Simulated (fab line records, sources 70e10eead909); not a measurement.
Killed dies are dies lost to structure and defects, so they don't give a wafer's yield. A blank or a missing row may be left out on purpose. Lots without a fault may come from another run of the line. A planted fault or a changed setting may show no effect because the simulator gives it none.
fab line records | flow nand_harc | part 1 of 2: steps 1 to 3 of 6
record lots=24 wafers=72 last_day=33
route steps=1302 shown A_CONTACT@1098 A_BLC@1128 A_M0@1154
lots that met no fault: from a run of the same line without faults
start_h: hours from the record's first day to the start of the lot's first wafer shown | wait_h: hours since the lot's step before | " the same as in the row above | L1.1+2: a row that stands for several wafers | - no value, or no start given | * or withheld: withheld | < > ~ a bound
route shown NAME@n: a module of which the file shows steps, and the number in the route of the first | usual: mean/standard deviation of fault-free wafers | same: alike in all rows | chamber/n: place in a boat | sites: the reading at each site | _std_site: their standard deviation | _edge_site: outer sites' mean less inner sites' | radius_mm: how far each site lies from the wafer's centre | mask NAME#n: copy n | behind: the tool/chamber that last shaped the wafer | hold: why the lot was held/for how many hours/how that ended | device: the transistor (n, p or np) that didn't switch | end of line: the same wafers' tests at the end of the route | a step without rows: its recipe alone | killed: dies lost to structure and defects at the first sort, not the wafer's yield | map: a wafer's dies, x killed, . not, _ none there
set.NAME: the setting as run; set.NAME@STEP: as run at that earlier step | model.NAME: the simulator's own value behind a step, which no gauge read
steps of the route over a sample of lots; a table a step, a row a wafer
services: from which hour (start_h, from the record's first day; less than 0 if before it) a tool's chamber was out of use, for how many hours, and why
## steps
# step NHARC_A_CONTACT_ETCH_110
# recipe target_depth_a=600 overetch_a=60 time_s=33 ion_energy_ev=100 cf4_flow_sccm=80 o2_flow_sccm=20 ar_flow_sccm=0 rf_w=300 bias_w=100 chemistry=CF4/O2
# usual drypump_motor_current_A=5.9/0.61 mfc_ar_sccm=0.017/0.016 oes_product_au=1.000/0.0099 rf_fwd_power_W=295.5/1.7 rf_vpp_V=198.0/1.4 showerhead_plenum_p_Torr=1.34/0.055 throttle_valve_pct=13.397/0.0096
# columns lot.wafer tool chamber start_h wait_h drypump_motor_current_A mfc_ar_sccm oes_product_au rf_fwd_power_W rf_hours_counter_h rf_vpp_V showerhead_plenum_p_Torr throttle_valve_pct
L074.3 rie_diel-03 1 523.59 0.1 5.7 0 1.003 295.5 10 198.2 1.35 13.395
L074.2 " 2 " " 4.9 0 1.023 294.3 19 197.3 1.33 13.400
L074.6 " 0 " " 6.5 0.002 1.018 295.5 - 199.1 1.37 13.393
L075.1 rie_diel-03 2 524.84 0.1 5.0 0 1.004 297.9 20 197.9 1.33 13.388
L075.3 " 3 " " 5.9 0 1.012 295.4 18 199.4 1.44 13.398
L075.6 " 3 " " 5.9 0 1.006 296.7 - 200.9 1.44 13.401
L077.1 rie_diel-04 3 541.77 0.1 6.4 0.026 1.011 295.7 0 195.2 1.31 13.404
L077.3 " 1 " " 6.5 0.021 0.996 292.5 0 200.2 1.44 13.402
L077.5 " 2 " " 6.4 0.036 1.009 297.4 - 198.2 1.32 13.402
L076.3 rie_diel-04 2 542.73 0.1 6.4 0.036 0.994 295.1 0 197.1 1.32 13.392
L076.5 " 0 " " 4.8 0.038 0.995 297.1 - 195.8 1.28 13.410
L076.6 " 1 " " 6.4 0.021 0.982 292.9 - 200.1 1.44 13.408
L078.2 rie_diel-03 0 559.38 0.1 6.5 0.002 1.011 294.7 29 199.4 1.37 13.406
L078.1 " 2 " " 4.9 0 1.015 294.3 34 198.7 1.33 13.400
L078.5 " 0 " " 6.5 0.002 1.010 295.7 - 198.7 1.37 13.392
L080.1 rie_diel-04 1 573.17 0.1 6.4 0.021 0.992 293.9 7 200.2 1.44 13.391
L080.3 " 2 " " 6.4 0.036 0.996 296.0 7 196.6 1.32 13.401
L080.5 " 3 " " 6.5 0.026 0.999 295.7 - 196.5 1.30 13.404
L081.1 rie_diel-05 0 579.24 0.1 5.7 0.034 1.012 297.6 47 198.4 1.31 13.393
L081.2 " 1 " " 6.2 0.001 1.002 296.8 54 195.6 1.24 13.404
L081.6 " 1 " " 6.1 0.001 0.990 296.8 - 195.7 1.24 13.382
L079.1 rie_diel-04 2 581.58 0.0 6.4 0.036 1.001 295.5 8 197.7 1.32 13.385
L079.4 " 3 " " 6.5 0.026 1.018 294.7 6 197.8 1.30 13.399
L079.3 " 0 " " 4.8 0.038 0.990 298.0 8 196.6 1.28 13.381
L082.4 rie_diel-04 0 593.80 0.1 4.8 0.038 0.994 297.4 10 196.8 1.28 13.403
L082.1 " 1 " " 6.5 0.021 1.000 290.7 10 199.6 1.44 13.396
L082.5 " 2 " " 6.4 0.036 1.009 296.4 - 197.6 1.32 13.387
L083.4 rie_diel-03 2 613.69 0.0 4.9 0 1.009 296.7 49 199.5 1.32 13.408
L083.6 " 2 " " 5.0 0 1.013 295.8 - 197.9 1.32 13.395
L083.5 " 3 " " 5.9 0 1.012 294.4 - 200.2 1.44 13.390
L084.2 rie_diel-04 1 627.51 0.1 6.5 0.021 0.978 291.4 16 199.8 1.44 13.403
L084.4 " 3 " " 6.4 0.026 0.994 297.2 13 196.8 1.30 13.375
L084.5 " 0 " " 4.8 0.038 0.981 298.1 - 197.5 1.28 13.396
L086.3 rie_diel-04 1 629.40 0.1 6.5 0.021 0.987 290.8 16 200.9 1.44 13.372
L086.4 " 2 " " 6.4 0.036 0.997 295.7 15 197.8 1.32 13.394
L086.2 " 3 " " 6.5 0.026 0.998 293.4 13 197.1 1.30 13.389
L085.1 rie_diel-03 1 632.44 0.1 5.7 0 1.001 296.7 48 197.4 1.34 13.388
L085.2 " 3 " " 5.9 0 0.999 295.9 55 200.1 1.43 13.389
L085.6 " 0 " " 6.5 0.002 1.005 294.7 - 197.7 1.37 13.393
L088.1 rie_diel-03 2 655.81 0.1 4.9 0 1.007 295.0 4 198.3 1.32 13.381
L088.3 " 0 " " 6.5 0.002 0.996 293.8 3 198.6 1.36 13.381
L088.5 " 1 " " 5.7 0 1.004 295.6 - 197.4 1.34 13.404
L087.1 rie_diel-04 3 664.29 0.1 6.5 0.026 1.010 294.6 19 197.8 1.30 13.384
L087.6 " 1 " " 6.4 0.021 0.996 292.2 - 199.8 1.44 13.392
L087.5 " 2 " " 6.4 0.036 1.002 296.8 - 197.1 1.32 13.402
L089.3 rie_diel-03 2 667.77 0.1 4.9 0 1.008 295.7 10 198.3 1.32 13.395
L089.6 " 2 " " 4.9 0 0.997 296.0 - 197.9 1.32 13.401
L089.5 " 3 " " 5.9 0 0.989 296.2 - 200.8 1.43 13.415
L090.1 rie_diel-04 0 670.87 0.1 4.8 0.038 0.987 295.3 21 197.4 1.28 13.402
L090.2 " 1 " " 6.4 0.021 0.982 291.9 24 198.8 1.43 13.403
L090.6 " 3 " " 6.5 0.026 1.006 295.7 - 197.1 1.30 13.392
L091.4 rie_diel-05 3 677.28 0.1 5.8 0 0.994 295.7 27 197.3 1.36 13.393
L091.2 " 1 " " 6.1 0.001 0.977 297.0 34 194.9 1.23 13.394
L091.5 " 3 " " 5.7 0 0.989 296.0 - 199.0 1.36 13.388
L092.2 rie_diel-05 0 710.26 0.1 5.7 0.034 0.999 297.8 41 194.3 1.30 13.393
L092.5 " 2 " " 5.4 0.032 0.987 297.0 - 197.7 1.31 13.405
L092.6 " 0 " " 5.7 0.034 1.004 298.2 - 198.4 1.30 13.401
L093.1 rie_diel-03 0 717.61 0.1 6.5 0.002 0.997 295.9 26 197.5 1.36 13.403
L093.6 " 1 " " 5.7 0 1.011 294.2 - 199.0 1.33 13.385
L093.5 " 2 " " 4.9 0 0.998 296.7 - 198.3 1.32 13.404
L095.1 rie_diel-05 2 725.55 0.1 5.3 0.032 1.002 296.8 47 197.5 1.31 13.395
L095.3 " 3 " " 5.7 0 0.992 297.8 41 197.0 1.35 13.389
L095.2 " 1 " " 6.1 0.001 0.995 296.6 48 196.0 1.23 13.390
L094.1 rie_diel-04 1 726.79 0.1 6.5 0.021 1.002 291.8 3 200.2 1.43 13.413
L094.3 " 3 " " 6.4 0.026 1.001 293.7 3 198.2 1.30 13.406
L094.6 " 1 " " 6.5 0.021 1.003 292.8 - 200.1 1.43 13.392
L096.1 rie_diel-04 2 747.46 0.1 6.4 0.036 1.009 297.9 7 197.4 1.31 13.408
L096.2 " 1 " " 6.4 0.021 1.000 292.8 6 199.3 1.43 13.405
L096.6 " 2 " " 6.4 0.036 1.002 296.4 - 196.1 1.32 13.398
L097.3 rie_diel-03 0 748.43 0.1 6.5 0.002 0.994 293.5 39 196.4 1.36 13.374
L097.2 " 1 " " 5.7 0 1.012 295.6 40 198.3 1.33 13.398
L097.1 " 3 " " 5.9 0 1.012 293.9 36 198.3 1.42 13.394
# step NHARC_A_CONTACT_STRIP_26
# recipe o2_flow_sccm=500 ar_flow_sccm=0 bias_w=0 chemistry=O2
# usual drypump_motor_current_A=5.9/0.61 mfc_ar_sccm=0.017/0.016 oes_product_au=0.999/0.0099 rf_vpp_V=57.8/0.98 showerhead_plenum_p_Torr=3.55/0.14 throttle_valve_pct=17.037/0.0092
# columns lot.wafer tool chamber start_h wait_h drypump_motor_current_A mfc_ar_sccm oes_product_au rf_hours_counter_h rf_vpp_V showerhead_plenum_p_Torr throttle_valve_pct
L074.3 rie_diel-03 1 - - 5.7 0 0.994 10 56.0 3.56 17.038
L074.2 " 0 " " 6.5 0.002 1.004 18 58.1 3.63 17.045
L074.6 " 1 " " 5.7 0 0.993 - 59.4 3.56 17.029
L075.3 rie_diel-03 1 - - 5.7 0 0.994 10 58.0 3.56 17.053
L075.1 " 2 " " 4.9 0 1.012 20 57.0 3.52 17.031
L075.6 " 2 " " 4.9 0 1.018 - 56.7 3.52 17.046
L077.1 rie_diel-04 3 - - 6.5 0.026 1.009 0 57.9 3.45 17.023
L077.3 " 1 " " 6.5 0.021 0.996 0 58.8 3.79 17.051
L077.5 " 0 " " 4.8 0.038 0.985 - 57.5 3.39 17.031
L076.3 rie_diel-04 2 - - 6.4 0.036 1.006 0 57.7 3.50 17.042
L076.5 " 3 " " 6.4 0.026 0.987 - 58.5 3.45 17.035
L076.6 " 0 " " 4.9 0.038 0.977 - 57.2 3.39 17.036
L078.2 rie_diel-03 3 - - 5.9 0 1.010 29 58.2 3.79 17.014
L078.1 " 1 " " 5.7 0 0.989 25 58.2 3.56 17.033
L078.5 " 3 " " 5.9 0 1.007 - 57.6 3.79 17.037
L080.1 rie_diel-04 3 - - 6.5 0.026 0.996 5 58.1 3.45 17.039
L080.3 " 1 " " 6.5 0.021 0.998 7 58.4 3.79 17.023
L080.5 " 0 " " 4.8 0.038 1.002 - 57.2 3.39 17.027
L081.1 rie_diel-05 2 - - 5.4 0.032 1.010 47 57.4 3.49 17.053
L081.2 " 3 " " 5.7 0 0.991 51 59.3 3.60 17.026
L081.6 " 1 " " 6.1 0.001 0.991 - 57.7 3.29 17.050
L079.3 rie_diel-04 2 - - 6.5 0.036 1.009 8 58.3 3.49 17.049
L079.1 " 3 " " 6.5 0.026 1.010 6 59.3 3.45 17.040
L079.4 " 0 " " 4.8 0.038 1.006 8 55.4 3.39 17.044
L082.4 rie_diel-04 0 - - 4.8 0.038 0.998 10 56.9 3.39 17.030
L082.1 " 2 " " 6.4 0.036 1.011 10 58.4 3.49 17.042
L082.5 " 1 " " 6.5 0.021 0.985 - 57.7 3.79 17.017
L083.4 rie_diel-03 2 - - 4.9 0 1.008 50 58.3 3.50 17.037
L083.5 " 2 " " 4.9 0 1.014 - 56.6 3.50 17.044
L083.6 " 3 " " 5.9 0 0.983 - 56.7 3.78 17.039
L084.4 rie_diel-04 0 - - 4.8 0.038 0.988 15 55.9 3.39 17.040
L084.2 " 1 " " 6.5 0.021 0.971 16 59.4 3.79 17.049
L084.5 " 3 " " 6.5 0.026 1.000 - 56.8 3.45 17.044
L086.4 rie_diel-04 2 - - 6.4 0.036 1.005 15 58.3 3.49 17.044
L086.3 " 3 " " 6.5 0.026 0.996 13 59.0 3.45 17.035
L086.2 " 0 " " 4.8 0.038 0.994 15 57.3 3.39 17.039
L085.2 rie_diel-03 1 - - 5.7 0 1.007 48 56.8 3.54 17.037
L085.1 " 2 " " 4.9 0 1.017 56 57.2 3.49 17.021
L085.6 " 1 " " 5.7 0 1.005 - 58.1 3.54 17.055
L088.1 rie_diel-03 2 - - 5.0 0 1.010 4 57.3 3.49 17.041
L088.3 " 0 " " 6.6 0.002 0.988 3 57.2 3.60 17.048
L088.5 " 2 " " 4.9 0 1.003 - 58.4 3.49 17.032
L087.1 rie_diel-04 1 - - 6.4 0.021 0.984 21 57.1 3.78 17.036
L087.5 " 2 " " 6.4 0.036 0.995 - 58.4 3.49 17.025
L087.6 " 3 " " 6.5 0.026 1.005 - 56.8 3.44 17.050
L089.3 rie_diel-03 3 - - 5.9 0 0.990 8 58.4 3.77 17.045
L089.6 " 1 " " 5.7 0 1.006 - 58.3 3.54 17.026
L089.5 " 2 " " 5.0 0 1.009 - 56.7 3.49 17.032
L090.1 rie_diel-04 3 - - 6.5 0.026 0.999 22 58.4 3.44 17.040
L090.2 " 0 " " 4.9 0.038 0.998 21 55.8 3.38 17.038
L090.6 " 3 " " 6.5 0.026 1.000 - 57.2 3.44 17.048
L091.4 rie_diel-05 3 - - 5.8 0 0.998 27 57.8 3.59 17.048
L091.2 " 0 " " 5.7 0.034 0.993 31 57.6 3.45 17.033
L091.5 " 3 " " 5.8 0 1.000 - 58.7 3.59 17.042
L092.2 rie_diel-05 2 - - 5.4 0.032 0.987 41 57.6 3.47 17.035
L092.6 " 3 " " 5.7 0 0.992 - 57.1 3.58 17.044
L092.5 " 0 " " 5.7 0.034 0.995 - 56.2 3.44 17.036
L093.1 rie_diel-03 0 - - 6.5 0.002 0.995 26 58.3 3.59 17.036
L093.5 " 1 " " 5.7 0 1.012 - 57.9 3.52 17.040
L093.6 " 2 " " 4.9 0 0.997 - 57.3 3.48 17.043
L095.2 rie_diel-05 1 - - 6.1 0.001 0.983 48 55.9 3.26 17.045
L095.3 " 2 " " 5.4 0.032 0.990 47 56.6 3.46 17.034
L095.1 " 3 " " 5.7 0 0.997 41 57.8 3.58 17.038
L094.1 rie_diel-04 1 - - 6.5 0.021 1.006 3 58.3 3.78 17.040
L094.3 " 3 " " 6.5 0.026 0.999 3 59.3 3.44 17.044
L094.6 " 2 " " 6.4 0.036 1.000 - 56.9 3.48 17.023
L096.2 rie_diel-04 2 747.71 0.2 6.4 0.036 0.996 7 59.4 3.48 17.021
L096.1 " 1 " " 6.5 0.021 0.997 6 57.9 3.77 17.027
L096.6 " 1 " " 6.5 0.021 0.986 - 56.3 3.77 17.024
L097.2 rie_diel-03 1 - - 5.7 0 0.994 40 56.8 3.52 17.043
L097.1 " 3 " " 5.9 0 0.988 36 59.1 3.75 17.032
L097.3 " 0 " " 6.6 0.002 0.982 39 57.6 3.58 17.034
# step NHARC_A_BLC_DEGAS_30
# recipe temp_c=300 time_s=60
# usual heater_power_w=469/33
# columns lot.wafer tool chamber start_h wait_h heater_power_w
L074.3 pvd_sputter-02 - 528.06 - 523
L074.2 " - " " 489
L074.6 " - " " 500
L075.1 pvd_sputter-01 - 529.25 - 468
L075.3 " - " " 473
L075.6 " - " " 480
L077.1 pvd_sputter-03 - 546.09 - 443
L077.3 " - " " 389
L077.5 " - " " 438
L076.3 pvd_sputter-03 - 547.28 - 455
L076.6 " - " " 440
L076.5 " - " " 402
L078.1 pvd_sputter-01 - 563.81 - 482
L078.2 " - " " 441
L078.5 " - " " 472
L080.1 pvd_sputter-03 - 577.80 - 398
L080.3 " - " " 452
L080.5 " - " " 462
L081.1 pvd_sputter-02 - 583.77 - 474
L081.2 " - " " 502
L081.6 " - " " 475
L079.1 pvd_sputter-02 - 586.04 - 477
L079.3 " - " " 490
L079.4 " - " " 466
L082.1 pvd_sputter-03 - 598.24 - 513
L082.4 " - " " 395
L082.5 " - " " 505
L083.4 pvd_sputter-03 - 618.09 - 458
L083.5 " - " " 446
L083.6 " - " " 510
L084.2 pvd_sputter-03 - 631.96 - 397
L084.4 " - " " 509
L084.5 " - " " 398
L086.2 pvd_sputter-01 - 633.81 - 476
L086.3 " - " " 465
L086.4 " - " " 442
L085.2 pvd_sputter-01 - 636.71 - 492
L085.1 " - " " 443
L085.6 " - " " 483
L088.1 pvd_sputter-01 - 660.13 - 494
L088.3 " - " " 478
L088.5 " - " " 496
L087.1 pvd_sputter-02 - 668.76 - 521
L087.6 " - " " 516
L087.5 " - " " 473
L089.3 pvd_sputter-01 - 672.27 - 441
L089.6 " - " " 432
L089.5 " - " " 449
L090.2 pvd_sputter-02 - 675.25 - 511
L090.1 " - " " 554
L090.6 " - " " 516
L091.2 pvd_sputter-03 - 681.78 - 507
L091.4 " - " " 459
L091.5 " - " " 453
L092.2 pvd_sputter-03 - 714.65 - 470
L092.6 " - " " 464
L092.5 " - " " 499
L093.1 pvd_sputter-01 - 722.03 - 494
L093.6 " - " " 467
L093.5 " - " " 433
L095.1 pvd_sputter-02 - 730.52 - 473
L095.3 " - " " 472
L095.2 " - " " 538
L094.3 pvd_sputter-03 - 731.08 - 442
L094.1 " - " " 419
L094.6 " - " " 497
L096.1 pvd_sputter-03 - 752.29 - 440
L096.2 " - " " 495
L096.6 " - " " 452
L097.2 pvd_sputter-02 - 752.88 - 477
L097.3 " - " " 481
L097.1 " - " " 548
